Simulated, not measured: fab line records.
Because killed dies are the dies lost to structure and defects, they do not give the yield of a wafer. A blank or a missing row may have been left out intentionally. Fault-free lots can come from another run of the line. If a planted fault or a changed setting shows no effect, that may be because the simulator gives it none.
The tool behind it: which one? / flow nand harc / 11 lots with 33 wafers sampled at 5 steps, on a route of 1302 steps

## WHAT EACH GAUGE READ, for each wafer
NHARC_END_SORT_01. Usual: killed at array 52, standard deviation 17; killed at other 1.2, standard deviation 1.4; killed at periphery 4.7, standard deviation 2.9; killed dies 58, standard deviation 17; killed open 3.2, standard deviation 1.9; killed short 2.4, standard deviation 1.4.
lot=L205; measured=day 27 01:40; on=prober-02; killed at array=33 46 566; killed at other=0 0 0; killed at periphery=3 5 6; killed dies=36 51 572; killed open=3 0 3; killed short=2 2 2; flag=OFF
lot=L207; measured=day 27 05:46; on=prober-01; killed at array=49 577 570; killed at other=2 2 1; killed at periphery=11 4 8; killed dies=62 583 579; killed open=9 5 2; killed short=5 3 5; flag=OFF
lot=L208; measured=day 27 19:38; on=prober-02; killed at array=69 81 578; killed at other=0 0 0; killed at periphery=2 6 2; killed dies=71 87 580; killed open=2 8 1; killed short=1 3 2; flag=OFF

## WHAT TOOL EACH LOT RAN ON (gives the tool, then ch and the chambers of the sampled wafers, and finally the start)
lot=L200; NHARC_A_CONTACT_STRIP_26=rie diel-10 ch 0,2,3, day 22 02:58 or earlier; NHARC_A_CONTACT_ALD_18=ald metal-02 ch 1,2,3, day 22 02:58; NHARC_A_BLC_ETCH_17=rie diel-03 ch 0,1,2, day 22 05:23; NHARC_A_BLC_STRIP_29=rie diel-03 ch 1,2, day 22 06:10
lot=L205; NHARC_A_CONTACT_STRIP_26=rie diel-12 ch 0,2,3, day 25 02:22 or earlier; NHARC_A_CONTACT_ALD_18=ald metal-04 ch 0,1,2, day 25 02:22; NHARC_A_BLC_ETCH_17=rie diel-11 ch 0,1,3, day 25 04:46; NHARC_A_BLC_STRIP_29=rie diel-03 ch 1,2,3, day 25 05:35
lot=L207; NHARC_A_CONTACT_STRIP_26=rie diel-12 ch 1,2, day 25 06:16 or earlier; NHARC_A_CONTACT_ALD_18=ald metal-02 ch 2,3, day 25 06:16; NHARC_A_BLC_ETCH_17=rie diel-11 ch 2,3, day 25 08:34; NHARC_A_BLC_STRIP_29=rie diel-11 ch 1,2, day 25 09:22
lot=L208; NHARC_A_CONTACT_STRIP_26=rie diel-12 ch 0,1, day 25 17:41 or earlier; NHARC_A_CONTACT_ALD_18=ald metal-02 ch 1,2, day 25 17:41; NHARC_A_BLC_ETCH_17=rie diel-11 ch 0,3, day 25 20:02; NHARC_A_BLC_STRIP_29=rie diel-03 ch 1,2, day 25 20:55
lot=L214; NHARC_A_CONTACT_STRIP_26=rie diel-12 ch 0,2,3, day 28 04:25 or earlier; NHARC_A_CONTACT_ALD_18=ald metal-01 ch 0,1, day 28 04:25; NHARC_A_BLC_ETCH_17=rie diel-03 ch 0,1,3, day 28 06:49; NHARC_A_BLC_STRIP_29=rie diel-03 ch 0,3, day 28 07:41
lot=L213; NHARC_A_CONTACT_STRIP_26=rie diel-12 ch 0,3, day 28 12:02 or earlier; NHARC_A_CONTACT_ALD_18=ald metal-02 ch 0,1,2, day 28 12:02; NHARC_A_BLC_ETCH_17=rie diel-11 ch 0,1,2, day 28 14:26; NHARC_A_BLC_STRIP_29=rie diel-03 ch 0,2,3, day 28 15:16
lot=L217; NHARC_A_CONTACT_STRIP_26=rie diel-12 ch 0,1,2, day 28 18:08 or earlier; NHARC_A_CONTACT_ALD_18=ald metal-04 ch 0,3, day 28 18:08; NHARC_A_BLC_ETCH_17=rie diel-11 ch 1,2,3, day 28 20:37; NHARC_A_BLC_STRIP_29=rie diel-11 ch 2,3, day 28 21:21
lot=L218; NHARC_A_CONTACT_STRIP_26=rie diel-12 ch 0,2,3, day 30 14:47 or earlier; NHARC_A_CONTACT_ALD_18=ald metal-02 ch 0,1,3, day 30 14:47; NHARC_A_BLC_ETCH_17=rie diel-03 ch 0,1,2, day 30 17:10; NHARC_A_BLC_STRIP_29=rie diel-11 ch 1,3, day 30 18:01
lot=L221; NHARC_A_CONTACT_STRIP_26=rie diel-12 ch 0,3, day 31 05:37 or earlier; NHARC_A_CONTACT_ALD_18=ald metal-02 ch 1,3, day 31 05:37; NHARC_A_BLC_ETCH_17=rie diel-11 ch 1,2,3, day 31 08:03; NHARC_A_BLC_STRIP_29=rie diel-03 ch 0,3, day 31 08:50
lot=L222; NHARC_A_CONTACT_STRIP_26=rie diel-12 ch 2,3, day 31 13:19 or earlier; NHARC_A_CONTACT_ALD_18=ald metal-04 ch 0,1,3, day 31 13:19; NHARC_A_BLC_ETCH_17=rie diel-03 ch 0,1,2, day 31 15:43; NHARC_A_BLC_STRIP_29=rie diel-11 ch 0,1,3, day 31 16:32
lot=L223; NHARC_A_CONTACT_STRIP_26=rie diel-12 ch 1,2,3, day 31 23:09 or earlier; NHARC_A_CONTACT_ALD_18=ald metal-04 ch 0,2, day 31 23:09; NHARC_A_BLC_ETCH_17=rie diel-03 ch 1,3, day 32 01:22; NHARC_A_BLC_STRIP_29=rie diel-11 ch 2,3, day 32 02:15
- NHARC_A_CONTACT_STRIP_26: strips in O2.
- NHARC_A_CONTACT_ALD_18: deposits TiN, target thk 3 nm, pulse time 1 s, ald cycles 150.
- NHARC_A_BLC_ETCH_17: etches the open film in N2/H2, target depth 390 nm, time 609.38 s.
- NHARC_A_BLC_STRIP_29: strips in CF4.

## AS READ BY THE TOOLS THEMSELVES (means over the sampled wafers that have a number; for cases with no such wafer, the mark the record gives instead)
NHARC_A_CONTACT_STRIP_26. Usual: drypump motor current A 5.71 A, standard deviation 0.28; oes product au 0.998 a.u., standard deviation 0.014; rf vpp V 58.0 V, standard deviation 0.96; showerhead plenum p Torr 3.58 Torr, standard deviation 0.22; throttle valve pct 17.037 %, standard deviation 0.0089.
lot=L200; tool=rie diel-10; drypump motor current A (A)=5.93; oes product au (a.u.)=0.993; rf vpp V (V)=58.0; showerhead plenum p Torr (Torr)=3.35; throttle valve pct (%)=17.031; flag=
lot=L205; tool=rie diel-12; drypump motor current A (A)=5.64; oes product au (a.u.)=1.002; rf vpp V (V)=58.1; showerhead plenum p Torr (Torr)=3.59; throttle valve pct (%)=17.026; flag=
lot=L207; tool=rie diel-12; drypump motor current A (A)=5.95; oes product au (a.u.)=0.989; rf vpp V (V)=58.6; showerhead plenum p Torr (Torr)=3.28; throttle valve pct (%)=17.041; flag=
lot=L208; tool=rie diel-12; drypump motor current A (A)=5.90; oes product au (a.u.)=0.999; rf vpp V (V)=57.5; showerhead plenum p Torr (Torr)=3.44; throttle valve pct (%)=17.037; flag=
lot=L214; tool=rie diel-12; drypump motor current A (A)=5.64; oes product au (a.u.)=1.001; rf vpp V (V)=58.2; showerhead plenum p Torr (Torr)=3.58; throttle valve pct (%)=17.036; flag=
lot=L213; tool=rie diel-12; drypump motor current A (A)=5.53; oes product au (a.u.)=0.991; rf vpp V (V)=58.8; showerhead plenum p Torr (Torr)=3.75; throttle valve pct (%)=17.036; flag=
lot=L217; tool=rie diel-12; drypump motor current A (A)=5.83; oes product au (a.u.)=0.988; rf vpp V (V)=58.1; showerhead plenum p Torr (Torr)=3.62; throttle valve pct (%)=17.034; flag=
lot=L218; tool=rie diel-12; drypump motor current A (A)=5.64; oes product au (a.u.)=1.004; rf vpp V (V)=57.9; showerhead plenum p Torr (Torr)=3.58; throttle valve pct (%)=17.031; flag=
lot=L221; tool=rie diel-12; drypump motor current A (A)=5.53; oes product au (a.u.)=1.002; rf vpp V (V)=57.9; showerhead plenum p Torr (Torr)=3.74; throttle valve pct (%)=17.030; flag=
lot=L222; tool=rie diel-12; drypump motor current A (A)=5.74; oes product au (a.u.)=0.999; rf vpp V (V)=57.6; showerhead plenum p Torr (Torr)=3.40; throttle valve pct (%)=17.037; flag=
lot=L223; tool=rie diel-12; drypump motor current A (A)=5.81; oes product au (a.u.)=0.989; rf vpp V (V)=57.2; showerhead plenum p Torr (Torr)=3.58; throttle valve pct (%)=17.041; flag=

NHARC_A_CONTACT_ALD_18. Usual: heater power w 1084 W, standard deviation 88; precursor pulse height rel 1.000, standard deviation 0.021; susceptor temp C 450.00 C, standard deviation 0.23.
lot=L200; tool=ald metal-02; heater power w (W)=1104; precursor pulse height rel=1.010; susceptor temp C (C)=450.27; flag=
lot=L205; tool=ald metal-04; heater power w (W)=1076; precursor pulse height rel=1.010; susceptor temp C (C)=450.01; flag=
lot=L207; tool=ald metal-02; heater power w (W)=1115; precursor pulse height rel=0.998; susceptor temp C (C)=450.11; flag=
lot=L208; tool=ald metal-02; heater power w (W)=1163; precursor pulse height rel=0.989; susceptor temp C (C)=449.87; flag=
lot=L214; tool=ald metal-01; heater power w (W)=956; precursor pulse height rel=1.017; susceptor temp C (C)=450.10; flag=
lot=L213; tool=ald metal-02; heater power w (W)=1106; precursor pulse height rel=1.004; susceptor temp C (C)=450.11; flag=
lot=L217; tool=ald metal-04; heater power w (W)=1088; precursor pulse height rel=1.005; susceptor temp C (C)=450.22; flag=
lot=L218; tool=ald metal-02; heater power w (W)=1053; precursor pulse height rel=0.996; susceptor temp C (C)=449.90; flag=
lot=L221; tool=ald metal-02; heater power w (W)=1097; precursor pulse height rel=1.005; susceptor temp C (C)=450.03; flag=
lot=L222; tool=ald metal-04; heater power w (W)=1067; precursor pulse height rel=1.003; susceptor temp C (C)=450.08; flag=
lot=L223; tool=ald metal-04; heater power w (W)=1124; precursor pulse height rel=0.985; susceptor temp C (C)=449.81; flag=

NHARC_A_BLC_ETCH_17. Usual: drypump motor current A 5.5 A, standard deviation 0.53; oes product au 1.005 a.u., standard deviation 0.013; rf vpp V 429.1 V, standard deviation 1.9; showerhead plenum p Torr 1.98 Torr, standard deviation 0.059; throttle valve pct 14.171 %, standard deviation 0.0082.
lot=L200; tool=rie diel-03; drypump motor current A (A)=5.3; oes product au (a.u.)=0.999; rf vpp V (V)=428.7; showerhead plenum p Torr (Torr)=1.97; throttle valve pct (%)=14.173; flag=
lot=L205; tool=rie diel-11; drypump motor current A (A)=6.1; oes product au (a.u.)=0.954; rf vpp V (V)=429.2; showerhead plenum p Torr (Torr)=1.98; throttle valve pct (%)=14.166; flag=OFF
lot=L207; tool=rie diel-11; drypump motor current A (A)=5.3; oes product au (a.u.)=0.899; rf vpp V (V)=428.5; showerhead plenum p Torr (Torr)=1.96; throttle valve pct (%)=14.167; flag=OFF
lot=L208; tool=rie diel-11; drypump motor current A (A)=6.0; oes product au (a.u.)=0.947; rf vpp V (V)=429.3; showerhead plenum p Torr (Torr)=1.98; throttle valve pct (%)=14.161; flag=OFF
lot=L214; tool=rie diel-03; drypump motor current A (A)=5.4; oes product au (a.u.)=1.008; rf vpp V (V)=430.0; showerhead plenum p Torr (Torr)=1.99; throttle valve pct (%)=14.169; flag=
lot=L213; tool=rie diel-11; drypump motor current A (A)=5.6; oes product au (a.u.)=1.003; rf vpp V (V)=427.9; showerhead plenum p Torr (Torr)=1.95; throttle valve pct (%)=14.164; flag=
lot=L217; tool=rie diel-11; drypump motor current A (A)=5.9; oes product au (a.u.)=1.003; rf vpp V (V)=428.8; showerhead plenum p Torr (Torr)=1.98; throttle valve pct (%)=14.178; flag=
lot=L218; tool=rie diel-03; drypump motor current A (A)=5.3; oes product au (a.u.)=1.004; rf vpp V (V)=427.8; showerhead plenum p Torr (Torr)=1.97; throttle valve pct (%)=14.169; flag=
lot=L221; tool=rie diel-11; drypump motor current A (A)=5.8; oes product au (a.u.)=0.998; rf vpp V (V)=429.1; showerhead plenum p Torr (Torr)=1.98; throttle valve pct (%)=14.173; flag=
lot=L222; tool=rie diel-03; drypump motor current A (A)=5.3; oes product au (a.u.)=1.002; rf vpp V (V)=428.2; showerhead plenum p Torr (Torr)=1.97; throttle valve pct (%)=14.165; flag=
lot=L223; tool=rie diel-03; drypump motor current A (A)=5.3; oes product au (a.u.)=1.013; rf vpp V (V)=430.4; showerhead plenum p Torr (Torr)=2.03; throttle valve pct (%)=14.177; flag=

NHARC_A_BLC_STRIP_29. Usual: drypump motor current A 5.5 A, standard deviation 0.54; oes product au 1.004 a.u., standard deviation 0.015; rf vpp V 59.1 V, standard deviation 0.87; showerhead plenum p Torr 1.72 Torr, standard deviation 0.034; throttle valve pct 13.285 %, standard deviation 0.0093.
lot=L200; tool=rie diel-03; drypump motor current A (A)=5.3; oes product au (a.u.)=0.993; rf vpp V (V)=58.8; showerhead plenum p Torr (Torr)=1.74; throttle valve pct (%)=13.282; flag=
lot=L205; tool=rie diel-03; drypump motor current A (A)=5.2; oes product au (a.u.)=0.993; rf vpp V (V)=58.5; showerhead plenum p Torr (Torr)=1.74; throttle valve pct (%)=13.282; flag=
lot=L207; tool=rie diel-11; drypump motor current A (A)=5.9; oes product au (a.u.)=0.990; rf vpp V (V)=59.0; showerhead plenum p Torr (Torr)=1.73; throttle valve pct (%)=13.284; flag=
lot=L208; tool=rie diel-03; drypump motor current A (A)=5.1; oes product au (a.u.)=0.987; rf vpp V (V)=59.6; showerhead plenum p Torr (Torr)=1.73; throttle valve pct (%)=13.282; flag=
lot=L214; tool=rie diel-03; drypump motor current A (A)=5.3; oes product au (a.u.)=1.012; rf vpp V (V)=59.0; showerhead plenum p Torr (Torr)=1.73; throttle valve pct (%)=13.294; flag=
lot=L213; tool=rie diel-03; drypump motor current A (A)=5.2; oes product au (a.u.)=1.010; rf vpp V (V)=59.1; showerhead plenum p Torr (Torr)=1.72; throttle valve pct (%)=13.284; flag=
lot=L217; tool=rie diel-11; drypump motor current A (A)=5.3; oes product au (a.u.)=0.998; rf vpp V (V)=58.6; showerhead plenum p Torr (Torr)=1.70; throttle valve pct (%)=13.285; flag=
lot=L218; tool=rie diel-11; drypump motor current A (A)=6.4; oes product au (a.u.)=1.001; rf vpp V (V)=60.1; showerhead plenum p Torr (Torr)=1.74; throttle valve pct (%)=13.278; flag=
lot=L221; tool=rie diel-03; drypump motor current A (A)=5.3; oes product au (a.u.)=1.024; rf vpp V (V)=58.9; showerhead plenum p Torr (Torr)=1.73; throttle valve pct (%)=13.284; flag=
lot=L222; tool=rie diel-11; drypump motor current A (A)=6.1; oes product au (a.u.)=1.013; rf vpp V (V)=58.8; showerhead plenum p Torr (Torr)=1.72; throttle valve pct (%)=13.284; flag=
lot=L223; tool=rie diel-11; drypump motor current A (A)=5.3; oes product au (a.u.)=1.008; rf vpp V (V)=58.9; showerhead plenum p Torr (Torr)=1.70; throttle valve pct (%)=13.297; flag=

## THE ANSWER, worked out from the rows above alone
Rule: a lot counts as off when the mean over its wafers that have a number is more than 3 standard deviations away from the usual mean. A lot without any number at a reading at which 4 lots or more have one is off too. Where the step has rows for the other lots, those lots are counted as sound. After the gauges, taken in route order, come the tools' own readings; for these a lot's mean is taken, as printed above. The first step at which some lot is off is used, and at that step the reading that is off furthest; a lot without a number counts as furthest.
Off, at NHARC_END_SORT_01 on killed dies: L205, L207, L208. Neither off nor sound, because the step has no rows for them: L200, L214, L213, L217, L218, L221, L222, L223.
A tool fits if, at a process step before that reading, it ran every lot that is off, and no sound lot after the first of them. The gauges at NHARC_END_SORT_01 aren't tried: what is off there is off at NHARC_A_BLC_ETCH_17 too, on other tools, and a gauge's error can't cause that. NHARC_A_CONTACT_STRIP_26: start missing for some lots; hours and lot order therefore follow NHARC_A_CONTACT_ALD_18. Can't be told from this: 2 tools fit, rie diel-12 at NHARC_A_CONTACT_STRIP_26, rie diel-11 at NHARC_A_BLC_ETCH_17.

## WHAT THE SIMULATOR PUT IN
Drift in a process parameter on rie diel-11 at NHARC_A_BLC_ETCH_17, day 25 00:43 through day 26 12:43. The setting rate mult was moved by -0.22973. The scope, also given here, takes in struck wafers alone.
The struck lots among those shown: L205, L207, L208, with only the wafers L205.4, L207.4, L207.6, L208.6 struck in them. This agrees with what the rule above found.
